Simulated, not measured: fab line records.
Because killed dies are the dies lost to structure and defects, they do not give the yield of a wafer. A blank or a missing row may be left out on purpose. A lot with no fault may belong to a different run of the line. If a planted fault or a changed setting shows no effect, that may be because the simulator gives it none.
Matching of chambers    flow n5_finfet    N5_SPACER0_ALD_07 on ald_sin-03: 4 sister chambers
The step deposits SiNx, target thk 2 nm. 7 wafers are shown with their chamber, then 8 later ones without.

WAFERS PAIRED WITH THEIR CHAMBERS
wafer   chamber  heater_power_w (W)  susceptor_temp_C (C)
L076.3  0        1004                399.93
L076.5  3        760                 399.96
L086.3  0        1011                399.79
L086.4  2        810                 399.90
L088.4  2        830                 400.22
L088.5  1        767                 399.71
L089.2  1        766                 400.04

WAFERS WITH NO CHAMBER GIVEN
wafer   heater_power_w (W)  susceptor_temp_C (C)
L089.3  766                 399.77
L089.5  805                 400.05
L093.2  1022                399.96
L093.3  759                 399.95
L093.4  762                 400.14
L097.2  728                 400.46
L097.4  773                 399.87
L097.5  706                 400.18

CHAMBER TAKEN BY EACH
wafer   from the rows above      in truth
L089.3  can't be placed: 1 or 3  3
L089.5  2                        2
L093.2  0                        0
L093.3  can't be placed: 3 or 1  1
L093.4  can't be placed: 3 or 1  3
L097.2  can't be placed: 3 or 1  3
L097.4  can't be placed: 1 or 3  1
L097.5  can't be placed: 3 or 1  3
Placed correctly: 2 of 8. These rows do not allow placing 6 (true chamber among the candidates in 6). 0 placed wrongly.
How it was worked out, from the rows above alone: a wafer's distance from a chamber is the root of the sum, over the readings, of the square of ((its reading less the chamber's mean) divided by the reading's scatter). If the next closest chamber is less than 2 further off than the closest, the wafer can't be placed; otherwise it belongs to the closest. A chamber's mean is the mean of its shown wafers. How the scatter is found: for the shown wafers, subtract from each reading the mean of its chamber, square and add these, divide the total by (wafers less chambers), then take the root.
